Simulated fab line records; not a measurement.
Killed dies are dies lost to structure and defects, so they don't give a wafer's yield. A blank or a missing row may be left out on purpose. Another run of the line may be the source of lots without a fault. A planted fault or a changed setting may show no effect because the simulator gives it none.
Which tool did it? + flow n5Finfet + Sampling: 22 lots, 66 wafers, 4 of 1938 route steps

== WHAT THE GAUGES READ, wafer by wafer ==
N5_FIN_CUT_CD_MEAS_08 targets a cd of 29.1 nm. Usual: cdNm at 29.24 nm, with a standard deviation of 0.23.
| lot  | measured    | on       | cdNm (nm)         | flag |
|------|-------------|----------|-------------------|------|
| L074 | day 2 04:56 | cdSem-03 | 29.51 29.27 29.25 |      |
| L075 | day 2 09:47 | cdSem-03 | 30.05 29.06 29.25 |      |
| L076 | day 2 14:38 | cdSem-02 | 29.34 29.82 29.22 |      |
| L078 | day 3 03:10 | cdSem-02 | 29.27 28.91 29.04 |      |
| L079 | day 3 09:27 | cdSem-01 | 29.24 29.31 29.03 |      |
| L080 | day 3 14:26 | cdSem-02 | 29.41 29.27 29.65 |      |
| L081 | day 3 20:38 | cdSem-02 | 28.88 28.92 28.81 |      |
| L082 | day 4 03:28 | cdSem-02 | 29.14 29.42 29.09 |      |
| L083 | day 4 11:07 | cdSem-01 | 29.14 29.14 29.26 |      |
| L084 | day 4 15:45 | cdSem-01 | 29.34 29.17 29.16 |      |
| L086 | day 5 05:05 | cdSem-02 | 29.30 29.28 29.30 |      |
| L087 | day 5 09:19 | cdSem-03 | 28.75 29.15 28.98 |      |
| L088 | day 5 14:22 | cdSem-02 | 29.29 29.31 29.03 |      |
| L089 | day 5 21:32 | cdSem-03 | 29.27 29.16 29.15 |      |
| L090 | day 6 02:04 | cdSem-02 | 29.42 29.13 29.11 |      |
| L091 | day 6 09:59 | cdSem-01 | 29.11 29.29 29.20 |      |
| L092 | day 6 15:04 | cdSem-02 | 29.12 29.01 28.99 |      |
| L093 | day 6 20:26 | cdSem-02 | 29.13 29.49 29.30 |      |
| L094 | day 7 03:26 | cdSem-02 | 29.11 28.88 29.26 |      |
| L095 | day 7 08:13 | cdSem-03 | 29.05 29.71 29.03 |      |
| L096 | day 7 16:46 | cdSem-01 | 28.98 29.83 28.95 |      |
| L097 | day 7 20:49 | cdSem-02 | 29.40 29.18 29.12 |      |

N5_DUMMY_GATE_OVL_MEAS_16. Usual: GATE_OVL gives 0.0 nm (standard deviation 0.66).
| lot  | measured    | on         | GATE_OVL (nm)  | flag |
|------|-------------|------------|----------------|------|
| L074 | day 2 23:33 | overlay-02 | -0.9 0.2 -0.7  |      |
| L075 | day 3 11:01 | overlay-01 | -1.6 -0.1 -0.1 |      |
| L076 | day 3 14:53 | overlay-01 | 0.5 0.5 0.9    |      |
| L078 | day 3 22:54 | overlay-02 | 0.4 -0.3 -0.1  |      |
| L079 | day 4 05:52 | overlay-02 | -0.3 0.0 -0.5  |      |
| L080 | day 4 11:12 | overlay-02 | -0.1 -1.5 -0.8 |      |
| L081 | day 4 17:13 | overlay-02 | 0.4 0.9 -0.1   |      |
| L082 | day 4 22:58 | overlay-01 | 1.2 1.0 0.8    |      |
| L083 | day 5 06:49 | overlay-02 | -0.4 0.2 0.0   |      |
| L084 | day 5 11:44 | overlay-01 | -0.6 -0.8 -0.2 |      |
| L086 | day 6 00:34 | overlay-01 | 0.2 0.1 0.8    |      |
| L087 | day 6 04:08 | overlay-01 | -1.4 -0.4 -0.9 |      |
| L088 | day 6 09:21 | overlay-01 | 1.5 0.9 0.7    |      |
| L089 | day 6 16:17 | overlay-01 | 0.3 0.4 0.5    |      |
| L090 | day 6 21:03 | overlay-02 | -0.5 -1.9 -0.7 |      |
| L091 | day 7 05:19 | overlay-01 | -0.3 0.5 0.6   |      |
| L092 | day 7 09:49 | overlay-02 | 0.8 -0.8 -0.5  |      |
| L093 | day 7 15:44 | overlay-01 | -0.8 -0.9 0.3  |      |
| L094 | day 7 22:28 | overlay-02 | -0.2 0.8 0.0   |      |
| L095 | day 8 02:41 | overlay-01 | 0.5 -0.2 0.6   |      |
| L096 | day 8 14:56 | overlay-02 | -1.3 -0.8 -0.8 |      |
| L097 | day 8 18:51 | overlay-02 | 1.2 0.2 0.0    |      |

== TOOL THAT RAN EACH LOT (tool first, then ch and the chambers of the sampled wafers, then the start) ==
| lot  | N5_FIN_CUT_CUT_ETCH_26           | N5_FIN_CUT_CUT_ETCH_27           |
|------|----------------------------------|----------------------------------|
| L074 | rieDiel-03 ch 0,1,2, day 2 05:29 | rieDiel-03 ch 0,1,2, day 2 05:32 |
| L075 | rieDiel-03 ch 0,2,3, day 2 10:21 | rieDiel-03 ch 0,2,3, day 2 10:24 |
| L076 | rieDiel-03 ch 1,3, day 2 15:24   | rieDiel-03 ch 1,3, day 2 15:27   |
| L078 | rieDiel-02 ch 1,2,3, day 3 03:49 | rieDiel-02 ch 1,2,3, day 3 03:52 |
| L079 | rieDiel-06 ch 0,1,3, day 3 10:01 | rieDiel-06 ch 0,1,3, day 3 10:04 |
| L080 | rieDiel-03 ch 1,2,3, day 3 15:13 | rieDiel-03 ch 1,2,3, day 3 15:16 |
| L081 | rieDiel-02 ch 0,1,3, day 3 21:22 | rieDiel-02 ch 0,1,3, day 3 21:25 |
| L082 | rieDiel-03 ch 0,1,2, day 4 04:01 | rieDiel-03 ch 0,1,2, day 4 04:04 |
| L083 | rieDiel-02 ch 0,1, day 4 11:41   | rieDiel-02 ch 0,1, day 4 11:43   |
| L084 | rieDiel-06 ch 0,1,2, day 4 16:19 | rieDiel-06 ch 0,1,2, day 4 16:21 |
| L086 | rieDiel-02 ch 1,2,3, day 5 05:38 | rieDiel-02 ch 1,2,3, day 5 05:41 |
| L087 | rieDiel-03 ch 1,2,3, day 5 10:10 | rieDiel-03 ch 1,2,3, day 5 10:13 |
| L088 | rieDiel-03 ch 0,1,3, day 5 14:55 | rieDiel-03 ch 0,1,3, day 5 14:58 |
| L089 | rieDiel-03 ch 0,2,3, day 5 22:06 | rieDiel-03 ch 0,2,3, day 5 22:09 |
| L090 | rieDiel-02 ch 1,2, day 6 02:37   | rieDiel-02 ch 1,2, day 6 02:40   |
| L091 | rieDiel-02 ch 0,1,2, day 6 10:32 | rieDiel-02 ch 0,1,2, day 6 10:35 |
| L092 | rieDiel-02 ch 0,1,3, day 6 15:38 | rieDiel-02 ch 0,1,3, day 6 15:41 |
| L093 | rieDiel-02 ch 0,2,3, day 6 20:59 | rieDiel-02 ch 0,2,3, day 6 21:02 |
| L094 | rieDiel-03 ch 1,2,3, day 7 04:01 | rieDiel-03 ch 1,2,3, day 7 04:03 |
| L095 | rieDiel-03 ch 2,3, day 7 08:56   | rieDiel-03 ch 2,3, day 7 08:59   |
| L096 | rieDiel-06 ch 1,2,3, day 7 17:20 | rieDiel-06 ch 1,2,3, day 7 17:23 |
| L097 | rieDiel-02 ch 0,3, day 7 21:22   | rieDiel-02 ch 0,3, day 7 21:25   |
- N5_FIN_CUT_CUT_ETCH_26: etches SiNx in CH3F/O2, target depth 39 nm, time 55.7 s.
- N5_FIN_CUT_CUT_ETCH_27: etches SiO2 in CHF3/O2, target depth 4 nm, overetch 2 nm, time 4.9 s.

== WHAT THE TOOLS THEMSELVES READ (means of the sampled wafers that have a number; where no wafer has one, the mark that the record gives instead) ==
N5_FIN_CUT_CUT_ETCH_26. Usual: biasW 73.02 W, standard deviation 0.2; drypumpMotorCurrentA 5.6 A, standard deviation 0.43; oes_o_777_au 0.80 a.u., standard deviation 0.07; oesProductAu 0.79 a.u., standard deviation 0.073; rfFwdPowerW 390.8 W, standard deviation 1.4; rfVppV 298 V, standard deviation 6.5; showerheadPlenumPTorr 2.02 Torr, standard deviation 0.071; throttleValvePct 16.36 %, standard deviation 0.18.
| lot  | tool       | biasW (W) | drypumpMotorCurrentA (A) | oes_o_777_au (a.u.) | oesProductAu (a.u.) | rfFwdPowerW (W) | rfVppV (V) | showerheadPlenumPTorr (Torr) | throttleValvePct (%) | flag |
|------|------------|-----------|--------------------------|---------------------|---------------------|-----------------|------------|------------------------------|----------------------|------|
| L074 | rieDiel-03 | 72.95     | 6.0                      | 0.75                | 0.74                | 391.0           | 301        | 2.05                         | 16.45                |      |
| L075 | rieDiel-03 | 73.05     | 5.4                      | 0.75                | 0.73                | 390.2           | 301        | 2.07                         | 16.53                |      |
| L076 | rieDiel-03 | 72.94     | 5.9                      | 0.82                | 0.80                | 391.3           | 299        | 2.04                         | 16.39                |      |
| L078 | rieDiel-02 | 73.20     | 5.5                      | 0.83                | 0.82                | 391.2           | 294        | 2.01                         | 16.27                |      |
| L079 | rieDiel-06 | 73.06     | 5.6                      | 0.75                | 0.77                | 389.6           | 298        | 2.01                         | 16.44                |      |
| L080 | rieDiel-03 | 73.14     | 5.6                      | 0.79                | 0.75                | 391.2           | 300        | 2.06                         | 16.45                |      |
| L081 | rieDiel-02 | 73.03     | 5.5                      | 0.82                | 0.83                | 390.0           | 295        | 1.99                         | 16.20                |      |
| L082 | rieDiel-03 | 72.92     | 5.9                      | 0.83                | 0.82                | 391.5           | 302        | 2.04                         | 16.30                |      |
| L083 | rieDiel-02 | 73.20     | 5.5                      | 0.85                | 0.86                | 391.1           | 293        | 2.00                         | 16.13                |      |
| L084 | rieDiel-06 | 72.98     | 5.6                      | 0.79                | 0.79                | 389.6           | 297        | 1.96                         | 16.36                |      |
| L086 | rieDiel-02 | 72.86     | 5.5                      | 0.81                | 0.80                | 390.6           | 294        | 2.01                         | 16.29                |      |
| L087 | rieDiel-03 | 73.18     | 5.6                      | 0.78                | 0.75                | 392.0           | 300        | 2.05                         | 16.49                |      |
| L088 | rieDiel-03 | 73.19     | 5.8                      | 0.83                | 0.83                | 391.2           | 302        | 2.04                         | 16.38                |      |
| L089 | rieDiel-03 | 72.94     | 5.4                      | 0.81                | 0.79                | 390.9           | 301        | 2.06                         | 16.42                |      |
| L090 | rieDiel-02 | 73.08     | 5.4                      | 0.86                | 0.84                | 388.8           | 297        | 2.08                         | 16.19                |      |
| L091 | rieDiel-02 | 73.07     | 5.5                      | 0.83                | 0.82                | 390.8           | 293        | 2.02                         | 16.22                |      |
| L092 | rieDiel-02 | 72.99     | 5.5                      | 0.79                | 0.80                | 390.6           | 295        | 1.98                         | 16.24                |      |
| L093 | rieDiel-02 | 72.96     | 5.6                      | 0.77                | 0.76                | 390.4           | 289        | 1.94                         | 16.34                |      |
| L094 | rieDiel-03 | 73.05     | 5.6                      | 0.77                | 0.74                | 391.8           | 299        | 2.05                         | 16.50                |      |
| L095 | rieDiel-03 | 73.07     | 5.2                      | 0.75                | 0.72                | 391.6           | 298        | 2.07                         | 16.55                |      |
| L096 | rieDiel-06 | 72.86     | 5.7                      | 0.77                | 0.78                | 390.1           | 298        | 1.96                         | 16.45                |      |
| L097 | rieDiel-02 | 73.00     | 5.6                      | 0.76                | 0.78                | 391.7           | 291        | 1.92                         | 16.30                |      |

N5_FIN_CUT_CUT_ETCH_27. Usual: biasW 170.1 W, standard deviation 0.47; drypumpMotorCurrentA 5.6 A, standard deviation 0.43; oes_o_777_au 0.80 a.u., standard deviation 0.069; oesProductAu 0.63 a.u., standard deviation 0.057; rfFwdPowerW 643.7 W, standard deviation 2.5; rfVppV 524 V, standard deviation 12; showerheadPlenumPTorr 2.43 Torr, standard deviation 0.084; throttleValvePct 18.82 %, standard deviation 0.18.
| lot  | tool       | biasW (W) | drypumpMotorCurrentA (A) | oes_o_777_au (a.u.) | oesProductAu (a.u.) | rfFwdPowerW (W) | rfVppV (V) | showerheadPlenumPTorr (Torr) | throttleValvePct (%) | flag |
|------|------------|-----------|--------------------------|---------------------|---------------------|-----------------|------------|------------------------------|----------------------|------|
| L074 | rieDiel-03 | 170.2     | 5.9                      | 0.76                | 0.59                | 644.6           | 532        | 2.46                         | 18.90                |      |
| L075 | rieDiel-03 | 169.9     | 5.4                      | 0.74                | 0.58                | 643.0           | 530        | 2.49                         | 19.00                |      |
| L076 | rieDiel-03 | 169.8     | 5.9                      | 0.81                | 0.63                | 644.3           | 529        | 2.45                         | 18.89                |      |
| L078 | rieDiel-02 | 170.6     | 5.5                      | 0.82                | 0.64                | 645.4           | 518        | 2.42                         | 18.73                |      |
| L079 | rieDiel-06 | 170.2     | 5.6                      | 0.78                | 0.61                | 643.8           | 526        | 2.42                         | 18.89                |      |
| L080 | rieDiel-03 | 170.0     | 5.6                      | 0.78                | 0.61                | 645.9           | 528        | 2.48                         | 18.96                |      |
| L081 | rieDiel-02 | 169.8     | 5.6                      | 0.82                | 0.66                | 644.6           | 520        | 2.40                         | 18.67                |      |
| L082 | rieDiel-03 | 169.8     | 6.0                      | 0.84                | 0.65                | 644.4           | 531        | 2.46                         | 18.80                |      |
| L083 | rieDiel-02 | 170.0     | 5.5                      | 0.85                | 0.68                | 643.1           | 517        | 2.41                         | 18.59                |      |
| L084 | rieDiel-06 | 169.8     | 5.6                      | 0.81                | 0.62                | 641.1           | 521        | 2.37                         | 18.80                |      |
| L086 | rieDiel-02 | 170.4     | 5.5                      | 0.81                | 0.64                | 644.5           | 518        | 2.42                         | 18.74                |      |
| L087 | rieDiel-03 | 170.1     | 5.6                      | 0.77                | 0.60                | 646.4           | 527        | 2.47                         | 18.97                |      |
| L088 | rieDiel-03 | 170.1     | 5.8                      | 0.83                | 0.65                | 645.6           | 531        | 2.46                         | 18.86                |      |
| L089 | rieDiel-03 | 170.1     | 5.4                      | 0.80                | 0.63                | 643.0           | 529        | 2.49                         | 18.91                |      |
| L090 | rieDiel-02 | 170.1     | 5.4                      | 0.85                | 0.66                | 642.2           | 524        | 2.50                         | 18.66                |      |
| L091 | rieDiel-02 | 169.9     | 5.5                      | 0.83                | 0.65                | 643.0           | 516        | 2.43                         | 18.68                |      |
| L092 | rieDiel-02 | 170.4     | 5.5                      | 0.80                | 0.65                | 644.0           | 518        | 2.39                         | 18.70                |      |
| L093 | rieDiel-02 | 169.6     | 5.6                      | 0.78                | 0.62                | 643.9           | 510        | 2.34                         | 18.77                |      |
| L094 | rieDiel-03 | 169.9     | 5.6                      | 0.77                | 0.59                | 645.3           | 528        | 2.47                         | 18.98                |      |
| L095 | rieDiel-03 | 170.1     | 5.2                      | 0.74                | 0.57                | 645.1           | 527        | 2.49                         | 19.02                |      |
| L096 | rieDiel-06 | 170.2     | 5.7                      | 0.79                | 0.63                | 643.4           | 524        | 2.37                         | 18.91                |      |
| L097 | rieDiel-02 | 170.1     | 5.6                      | 0.78                | 0.62                | 643.6           | 511        | 2.31                         | 18.72                |      |

== THE ANSWER, worked out from the rows above alone ==
Rule: a lot counts as off when the mean over its wafers that have a number is more than 3 standard deviations away from the usual mean. A lot without any number at a reading at which 4 lots or more have one is off too. The other lots that the step has rows for count as sound. The gauges are gone through in route order, then the tools' own readings, and for those a lot's mean is taken as printed above. The first step at which some lot is off is used, and at that step the reading that is off furthest; a lot without a number counts as furthest.
Nothing can be told from this: no lot is off at any reading shown.

== WHAT WAS PUT IN BY THE SIMULATOR ==
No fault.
